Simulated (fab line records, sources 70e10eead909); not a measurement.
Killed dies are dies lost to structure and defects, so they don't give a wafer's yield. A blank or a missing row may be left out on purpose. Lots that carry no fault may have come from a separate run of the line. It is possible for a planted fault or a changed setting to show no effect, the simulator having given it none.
fab line records    flow nand_harc
record lots=12  wafers=33  last_day=33
route steps=1302 shown A_CHANNEL_HOLE_D1@477 A_CHANNEL_FILL_D1@492
lots with no fault: from the same line, run without faults
start_h: the number of hours between the record's first day and the start of the first shown wafer of the lot    wait_h: hours since the lot's step before    " same as the row above    L1.1+2: several wafers, shown together as one row    - no value, or no start was given    * or withheld: withheld    < > ~ a bound
route shown NAME@n: NAME is a module with steps in the file, n the number in the route of the first one    usual: average and standard deviation across the fault-free wafers    same: alike in all rows    chamber/n: place in a boat    sites: per-site readings    _std_site: standard deviation across them    _edge_site: outer sites' mean less inner sites'    radius_mm: for every site, how far away it sits from the centre of the wafer    mask NAME#n: copy n    behind: the last tool/chamber to shape the wafer    hold: reason for holding the lot/hours on hold/outcome of the hold    device: names the non-switching transistor (n, p or np)    end of line: the route-end tests of the same wafers    for a step that has no rows: nothing shown but its recipe    killed: not the wafer's yield, but the dies lost to structure and defects at the first sort    map: shows each die of a wafer: x if killed, . if not, _ if none is there
set.NAME: setting as actually run; set.NAME@STEP: the setting as run at that earlier step    model.NAME: the simulator's own value behind a step, which no gauge read
route steps across a sampled set of lots; one table per step, one row per wafer
services: when a tool's chamber went out of use (start_h, in hours from the record's first day, below 0 if earlier), for how many hours, and the reason
## steps
# step NHARC_A_CHANNEL_HOLE_D1_ETCH_25
# recipe bias_v=5000  source_w=withheld  pressure_mtorr=20  time_s=1040.2  ar_flow_sccm=375  c4f8_flow_sccm=93.8  o2_flow_sccm=31.2  temp_c=-20  target_depth_a=15000  chemistry=C4F8/O2/Ar
# usual drypump_motor_current_A=5.85/0.11  oes_air_line_au=1.001/0.021  showerhead_plenum_p_Torr=3.61/0.13  temp_c=-19.99/0.12  throttle_valve_pct=32.235/0.0097
lot.wafer  tool         chamber  start_h  wait_h  drypump_motor_current_A  oes_air_line_au  rf_hours_counter_h  showerhead_plenum_p_Torr  temp_c  throttle_valve_pct
L465.2     har_etch-02  1        189.20   0.6     5.98                     0.994            298                 3.52                      -20.04  32.236
L465.3     "            0        "        "       5.85                     0.985            -                   3.54                      -20.08  32.234
L465.6     "            1        "        "       5.96                     0.990            -                   3.52                      -19.95  32.239
L467.3     har_etch-02  1        206.03   0.7     5.97                     0.997            -                   3.52                      -19.99  32.236
L467.6     "            0        "        "       5.85                     0.970            -                   3.54                      -19.95  32.238
L467.5     "            1        "        "       5.98                     1.002            -                   3.52                      -20.01  32.246
L470.1     har_etch-01  1        237.67   0.6     5.65                     1.019            121                 3.69                      -19.77  32.231
L470.4     "            1        "        "       5.67                     1.007            -                   3.69                      -19.88  32.235
L470.3     "            0        "        "       5.81                     0.990            -                   3.71                      -19.82  32.240
L473.1     har_etch-02  0        265.38   0.7     5.87                     1.017            336                 3.52                      -20.18  32.221
L473.4     "            0        "        "       5.87                     1.010            -                   3.52                      -20.01  32.233
L474.4     har_etch-02  1        282.65   0.7     5.96                     0.990            -                   3.49                      -19.95  32.227
L474.5     "            1        "        "       5.96                     0.991            -                   3.49                      -20.02  32.232
L476.1     har_etch-01  1        291.03   0.7     5.67                     1.000            151                 3.68                      -20.19  32.229
L476.2     "            0        "        "       5.82                     1.042            151                 3.69                      -20.00  32.264
L482.2     har_etch-02  0        361.06   0.7     5.87                     0.974            393                 3.49                      -19.90  32.216
L482.4     "            0        "        "       5.83                     1.014            -                   3.49                      -19.94  32.241
L482.5     "            1        "        "       5.95                     1.002            -                   3.47                      -20.11  32.246
L483.2     har_etch-02  1        372.71   0.6     6.00                     0.997            401                 3.47                      -19.84  32.248
L483.5     "            1        "        "       6.00                     0.994            -                   3.47                      -19.82  32.232
L483.6     "            0        "        "       5.85                     1.017            -                   3.49                      -20.12  32.247
L485.1     har_etch-01  0        388.78   0.7     5.79                     1.002            208                 3.66                      -19.85  32.232
L485.3     "            0        "        "       5.78                     1.034            -                   3.66                      -19.98  32.244
L485.6     "            0        "        "       5.75                     0.996            -                   3.66                      -19.79  32.229
L486.2     har_etch-01  1        397.06   0.6     5.67                     1.026            216                 3.64                      -19.96  32.241
L486.1     "            0        "        "       5.78                     1.040            216                 3.66                      -20.06  32.246
L486.3     "            1        "        "       5.65                     0.978            -                   3.64                      -19.72  32.246
L487.1     har_etch-02  0        400.61   0.6     5.87                     1.014            3                   3.93                      -20.10  32.230
L487.2     "            1        "        "       6.01                     1.018            3                   3.93                      -20.07  32.224
L487.6     "            1        "        "       5.98                     1.022            -                   3.93                      -20.04  32.212
L488.2     har_etch-02  0        410.41   0.6     5.86                     0.985            11                  3.92                      -20.11  32.223
L488.1     "            1        "        "       5.99                     0.990            11                  3.92                      -20.20  32.233
L488.3     "            1        "        "       5.97                     0.967            -                   3.92                      -20.19  32.235
# step NHARC_A_CHANNEL_HOLE_D1_ETCH_44
# recipe target_depth_a=1400  overetch_a=140  time_s=77  ion_energy_ev=100  cf4_flow_sccm=80  o2_flow_sccm=20  ar_flow_sccm=0  rf_w=300  bias_w=100  chemistry=CF4/O2
# usual drypump_motor_current_A=5.7/0.38  oes_product_au=0.999/0.0085  rf_vpp_V=197.5/1.6  showerhead_plenum_p_Torr=1.32/0.064  throttle_valve_pct=13.396/0.0096
lot.wafer  tool         chamber  start_h  wait_h  drypump_motor_current_A  oes_product_au  rf_hours_counter_h  rf_vpp_V  showerhead_plenum_p_Torr  throttle_valve_pct
L465.3     rie_diel-05  1        191.12   0.1     6.1                      0.997           44                  196.9     1.27                      13.388
L465.2     "            3        "        "       5.7                      0.993           41                  198.4     1.39                      13.415
L465.6     "            2        "        "       5.4                      1.013           -                   199.4     1.35                      13.414
L467.3     rie_diel-05  2        207.42   0.0     5.3                      1.003           43                  198.1     1.34                      13.403
L467.5     "            2        "        "       5.4                      1.001           -                   198.6     1.34                      13.408
L467.6     "            3        "        "       5.7                      0.989           -                   198.0     1.39                      13.394
L470.1     rie_diel-08  0        239.52   0.1     5.2                      0.997           5                   200.6     1.42                      13.387
L470.3     "            2        "        "       5.4                      1.019           5                   198.6     1.36                      13.388
L470.4     "            3        "        "       5.6                      0.999           5                   196.9     1.25                      13.379
L473.1     rie_diel-08  3        267.06   0.0     5.7                      0.995           7                   195.7     1.25                      13.409
L473.4     "            1        "        "       6.2                      0.991           6                   195.0     1.25                      13.382
L474.4     rie_diel-08  2        284.22   0.1     5.3                      0.998           9                   197.5     1.36                      13.394
L474.5     "            3        "        "       5.7                      1.000           -                   195.9     1.25                      13.395
L476.1     rie_diel-08  3        292.88   0.1     5.7                      0.999           10                  198.0     1.25                      13.411
L476.2     "            1        "        "       6.2                      0.986           10                  194.8     1.25                      13.409
L482.4     rie_diel-12  3        362.81   0.0     6.1                      0.999           32                  197.5     1.26                      13.385
L482.2     "            1        "        "       6.2                      0.992           24                  197.7     1.35                      13.395
L482.5     "            3        "        "       6.1                      1.001           -                   196.6     1.26                      13.399
L483.2     rie_diel-12  2        374.56   0.1     5.6                      1.004           33                  197.2     1.35                      13.379
L483.5     "            0        "        "       6.2                      1.012           -                   196.0     1.29                      13.403
L483.6     "            1        "        "       6.2                      0.983           -                   199.2     1.35                      13.387
L485.3     rie_diel-05  3        390.46   0.1     5.7                      0.979           45                  198.8     1.38                      13.389
L485.1     "            1        "        "       6.1                      0.998           52                  195.6     1.25                      13.395
L485.6     "            2        "        "       5.4                      0.982           -                   196.6     1.33                      13.412
L486.1     rie_diel-08  3        398.87   0.1     5.6                      0.998           2                   195.1     1.25                      13.399
L486.3     "            0        "        "       5.2                      0.999           3                   199.6     1.41                      13.404
L486.2     "            2        "        "       5.4                      0.999           2                   198.4     1.36                      13.400
L487.1     rie_diel-08  1        402.44   0.1     6.2                      1.004           3                   195.9     1.25                      13.387
L487.2     "            3        "        "       5.7                      1.009           2                   195.8     1.25                      13.388
L487.6     "            0        "        "       5.2                      1.008           -                   200.0     1.41                      13.407
L488.2     rie_diel-08  2        412.24   0.1     5.4                      0.995           3                   197.7     1.36                      13.392
L488.3     "            3        "        "       5.7                      1.000           3                   196.0     1.25                      13.390
L488.1     "            0        "        "       5.2                      1.002           4                   200.5     1.41                      13.392
# step NHARC_A_CHANNEL_FILL_D1_ALD_02
# recipe target_thk_a=60  pulse_time_s=10  ald_cycles=60  temp_c=300  material=SiO2
# usual ald_cycles=60/0  heater_power_w=454/34  precursor_pulse_height_rel=0.998/0.02
lot.wafer  tool       chamber  start_h  wait_h  ald_cycles  heater_power_w  precursor_pulse_height_rel
L465.2     ald_hk-02  0        192.29   -       60          412             1.016
L465.3     "          3        "        "       60          467             1.038
L465.6     "          0        "        "       60          411             1.005
L467.3     ald_hk-01  3        208.84   -       60          425             0.991
L467.5     "          0        "        "       60          458             0.997
L467.6     "          1        "        "       60          500             0.994
L470.1     ald_hk-02  2        240.70   -       60          434             1.017
L470.4     "          0        "        "       60          415             1.017
L470.3     "          1        "        "       60          471             0.985
L473.4     ald_hk-02  3        268.38   -       71          464             0.993
L473.1     "          0        "        "       71          418             0.993
L474.4     ald_hk-02  3        285.52   -       71          472             0.999
L474.5     "          3        "        "       60          457             0.995
L476.1     ald_hk-02  1        294.12   -       71          492             1.035
L476.2     "          2        "        "       60          449             0.943
L482.4     ald_hk-02  3        364.05   -       60          475             1.005
L482.2     "          0        "        "       60          408             1.006
L482.5     "          3        "        "       60          465             0.996
L483.2     ald_hk-03  0        375.74   -       60          500             1.017
L483.5     "          0        "        "       60          501             1.019
L483.6     "          1        "        "       60          421             1.016
L485.1     ald_hk-02  3        391.74   -       60          487             0.977
L485.3     "          0        "        "       60          415             1.019
L485.6     "          2        "        "       60          429             0.970
L486.3     ald_hk-02  1        400.04   -       60          511             0.984
L486.2     "          2        "        "       60          418             0.966
L486.1     "          0        "        "       60          402             0.992
L487.1     ald_hk-01  0        403.68   -       60          443             1.012
L487.2     "          1        "        "       60          516             0.994
L487.6     "          0        "        "       60          447             1.032
L488.2     ald_hk-03  2        413.40   -       60          500             0.975
L488.1     "          3        "        "       60          392             0.972
L488.3     "          0        "        "       60          477             0.977
# step NHARC_A_CHANNEL_FILL_D1_ALD_14
# recipe target_thk_a=25  pulse_time_s=10  ald_cycles=25  temp_c=300  material=SiO2
# usual ald_cycles=25/0  heater_power_w=453/39  precursor_pulse_height_rel=1.000/0.022
lot.wafer  tool       chamber  start_h  wait_h  ald_cycles  heater_power_w  precursor_pulse_height_rel
L465.3     ald_hk-01  3        199.26   0.0     25          430             0.988
L465.2     "          0        "        "       25          444             0.987
L465.6     "          3        "        "       25          435             1.051
L467.3     ald_hk-01  0        215.71   0.1     25          439             0.988
L467.6     "          2        "        "       25          473             0.973
L467.5     "          3        "        "       25          432             1.006
L470.4     ald_hk-02  3        247.76   0.0     25          483             0.971
L470.3     "          0        "        "       25          415             1.003
L470.1     "          2        "        "       25          437             0.997
L473.1     ald_hk-01  1        275.23   0.0     25          489             0.971
L473.4     "          0        "        "       25          454             1.014
L474.4     ald_hk-02  2        292.95   0.2     25          439             1.033
L474.5     "          0        "        "       25          422             1.012
L476.1     ald_hk-03  0        301.11   0.1     25          482             0.998
L476.2     "          2        "        "       25          502             1.006
L482.4     ald_hk-03  1        371.14   0.1     25          426             1.008
L482.2     "          2        "        "       25          496             0.988
L482.5     "          0        "        "       25          493             1.006
L483.2     ald_hk-03  1        382.86   0.1     25          430             1.021
L483.5     "          0        "        "       25          496             1.005
L483.6     "          1        "        "       25          428             1.029
L485.1     ald_hk-01  0        398.78   0.1     25          440             0.999
L485.3     "          1        "        "       25          506             1.017
L485.6     "          3        "        "       25          423             0.958
L486.3     ald_hk-03  3        407.07   0.0     25          410             0.981
L486.2     "          0        "        "       25          506             1.012
L486.1     "          2        "        "       25          494             0.992
L487.2     ald_hk-03  1        410.69   0.1     25          437             0.966
L487.1     "          2        "        "       25          505             1.043
L487.6     "          1        "        "       25          434             0.992
L488.3     ald_hk-01  3        420.38   0.0     25          420             1.023
L488.1     "          0        "        "       25          435             1.028
L488.2     "          2        "        "       25          444             1.015
## services
tool         chamber  start_h  hours  kind
ald_hk-02    -        170.43   10.0   pm
rie_diel-08  -        175.21   1.2    repair
ald_hk-03    -        176.04   1.7    repair
rie_diel-05  2        179.32   6.6    repair
rie_diel-05  -        180.99   0.5    repair
rie_diel-08  3        181.82   10.5   repair
rie_diel-08  -        190.89   9.0    pm
ald_hk-03    -        192.01   1.0    repair
ald_hk-03    -        214.01   10.0   pm
rie_diel-05  -        230.04   9.0    pm
rie_diel-08  1        246.68   5.4    repair
ald_hk-03    -        291.66   4.3    repair
ald_hk-01    -        296.11   10.0   pm
rie_diel-08  2        297.66   5.6    repair
ald_hk-03    -        312.89   0.5    repair
ald_hk-03    -        329.52   1.4    repair
rie_diel-08  2        331.28   20.0   repair
rie_diel-08  3        335.12   5.8    repair
ald_hk-02    -        348.43   10.0   pm
ald_hk-03    -        360.10   2.8    repair
har_etch-02  -        366.35   0.4    repair
rie_diel-08  -        367.90   9.0    pm
har_etch-02  -        380.70   17.0   pm
rie_diel-05  -        407.07   9.0    pm
## key
first_sign step=NHARC_A_CHANNEL_FILL_D1_ALD_02  reading=ald_cycles  direction=up  sigmas=99+  usual=60  struck=71
effect none on later readings
met_at NHARC_A_CHANNEL_FILL_D1_ALD_02
struck_lots L473,L474,L476
struck_wafers L473.1,L473.4,L474.4,L476.1
tester_left_out L473,L474,L476
not_acting_at NHARC_A_CHANNEL_HOLE_D1_ETCH_25,NHARC_A_CHANNEL_HOLE_D1_ETCH_44,NHARC_A_CHANNEL_FILL_D1_ALD_14
onset_between 240.70 268.38
fault kind=process_parameter_drift  tool=ald_hk-02  chamber=-  onset_h=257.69  steps=NHARC_A_CHANNEL_FILL_D1_ALD_02  channel=ald_cycles  offset=11  shape=step  end_h=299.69  scope=struck_wafers_only  acts_in=these_recipes_only  stated=60
# tester_left_out: of these lots the tester's yield and bins aren't shown, on N5 and GAA mostly nor the transistor test; their killed dies are dies lost to structure and defects alone, not to doping, threshold or leakage, so they don't give the yield
